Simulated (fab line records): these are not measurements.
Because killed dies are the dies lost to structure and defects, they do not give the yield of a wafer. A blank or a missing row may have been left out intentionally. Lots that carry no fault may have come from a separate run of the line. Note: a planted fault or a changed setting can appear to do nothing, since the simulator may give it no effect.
Lot-split experiment    flow n5-finfet    21 wafers read across 7 lots, on a route 1938 steps long

SPLIT DETAILS
At N5_DUMMY_GATE_PECVD_30 (deposits SiO2 from TEOS/O2, target thk 55 nm, time 10.8 s), the setting time-s was moved away from the recipe's 10.8 s on 10 of the 21 wafers read, by -11.8% to +13.9%. All remaining wafers had this setting at the recipe value.

FROM THE SPLIT TO THE READING: what the file shows between them, 10 steps
- N5_DUMMY_GATE_EXPOSE_12: exposes mask GATE, target cd 25 nm (also split here: dose-mj)
- N5_DUMMY_GATE_PEB_13: peb time 60 s
- N5_DUMMY_GATE_DEVELOP_14: develop time 30 s
- N5_DUMMY_GATE_STRIP_38: strips in N2/H2
- N5_DUMMY_GATE_STRIP_39: strips in N2/H2
- N5_DUMMY_GATE_TRIM_49: chemistry O2, time 29 s, target cd 14 nm
- N5_DUMMY_GATE_STRIP_40: strips in CF4
- N5_DUMMY_GATE_CD_MEAS_50: target cd 14 nm
- N5_DUMMY_GATE_ETCH_31: etches SiO2 in C4F6/O2, target depth 82.5 nm, time 27.5 s
- N5_DUMMY_GATE_STRIP_41: strips in O2

THE READING
SiO2_of_DUMMY_GATE_PECVD_30.thk-nm (the simulator's own value, which no gauge read), in nm, at N5_DUMMY_GATE_HM_OPEN_21 (chemistry CH3F/O2, target SiNx, target depth 120 nm, time 171.4 s). No usual value for it is given in the file. Here, 11 wafers ran the recipe; their average is 44.7 nm with a standard deviation of 0.61 nm.

wafer   tool, chamber at the split  time-s as run, s  against the recipe  SiO2_of_DUMMY_GATE_PECVD_30.thk-nm, nm  against lot-mates on the recipe
L077.1  pecvd-04, 1                 11.6              +7.4%               47.6                                    +3.4
L077.2  pecvd-04, 0                 10.8              recipe              44.2                                    -
L077.4  pecvd-04, 0                 11.6              +7.4%               49.2                                    +5.0
L079.2  pecvd-03, 1                 10.8              recipe              44.4                                    -
L079.4  pecvd-03, 0                 10.8              recipe              45.2                                    -
L079.6  pecvd-03, 1                 10.8              recipe              46.2                                    -
L081.2  pecvd-03, 2                 9.98              -7.6%               39.8                                    -4.7
L081.4  pecvd-03, 2                 10.8              recipe              44.4                                    -
L081.5  pecvd-03, 0                 10.8              recipe              44.6                                    -
L083.2  pecvd-03, 2                 10.8              recipe              44.4                                    -
L083.5  pecvd-03, 2                 11.76             +8.9%               49.8                                    +5.4
L083.6  pecvd-03, 1                 11.76             +8.9%               50.4                                    +6.0
L090.1  pecvd-03, 2                 9.528             -11.8%              37.2                                    -7.2
L090.3  pecvd-03, 1                 10.8              recipe              44.4                                    -
L090.4  pecvd-03, 0                 10.8              recipe              44.4                                    -
L091.2  pecvd-03, 0                 10.8              recipe              44.4                                    -
L091.4  pecvd-03, 2                 10.8              recipe              45.6                                    -
L091.6  pecvd-03, 1                 12.3              +13.9%              53.4                                    +8.4
L092.1  pecvd-02, 0                 11.62             +7.6%               48.2                                    no lot-mate on the recipe
L092.5  pecvd-02, 1                 11.62             +7.6%               50                                      no lot-mate on the recipe
L092.6  pecvd-02, 2                 11.62             +7.6%               50.6                                    no lot-mate on the recipe

THE FIT
A straight line over all 21 wafers: SiO2_of_DUMMY_GATE_PECVD_30.thk-nm changes by +0.616 nm for each +1% of time-s; r = +0.98; the points scatter about the line by 0.74 nm.
The same after taking each lot's own level away (the mean of its wafers on the recipe; 18 wafers): +0.61 nm for each +1%; r = +0.99; scatter 0.51 nm.
According to that fit, moving time-s by its largest amount changes the reading by 8.5 nm.
Across the lots, their own levels run from 44.20 to 45.27 nm, a range of 1.7 times the standard deviation given above.
The two slopes agree, so the slope changes little with the lot-to-lot level.
Check: with one of the wafers moved furthest among these (+13.9%) left out of the fit, the line predicts +8.49 nm for it against its lot-mates. It came out at +8.4 nm against them.

ADDITIONAL SPLITS CARRIED BY THESE WAFERS
Before the reading, these wafers also passed through other splits. Each is held against what the fit with the lots' levels taken away leaves over:
other split on the same wafers           wafers away from the commonest value  r with SiO2_of_DUMMY_GATE_PECVD_30.thk-nm (lot level and that fit taken away)
N5_ZERO_LAYER_EXPOSE_08 dose-mj          8                                     -0.01
N5_ZERO_LAYER_DEVELOP_10 develop-time-s  13                                    -0.13
N5_WELL_APT_COAT_19 spin-rpm             6                                     +0.04
N5_WELL_APT_PEB_23 peb-temp-c            4                                     +0.35
N5_FIN_SAQP_SPACER1_ALD_24 temp-c        10                                    -0.20
N5_DUMMY_GATE_EXPOSE_12 dose-mj          5                                     +0.13

THE WHOLE CHAIN: every reading that the file lists as answering this split, in the file's order
step                      what it does                                                       reading                                                                              change (the file's fit)                r (the file's)
N5_DUMMY_GATE_PECVD_30    deposits SiO2 from TEOS/O2, target thk 55 nm, time 10.8 s          SiO2_of_DUMMY_GATE_PECVD_30.thk-nm (the simulator's own value, which no gauge read)  +0.602 nm for each +1% of the setting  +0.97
N5_DUMMY_GATE_HM_OPEN_21  chemistry CH3F/O2, target SiNx, target depth 120 nm, time 171.4 s  SiO2_of_DUMMY_GATE_PECVD_30.thk-nm (the simulator's own value, which no gauge read)  +0.61 nm for each +1% of the setting   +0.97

THE FILE'S OWN FIT
SiO2_of_DUMMY_GATE_PECVD_30.thk-nm changes by +0.61 nm for each +1% of time-s, r = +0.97.
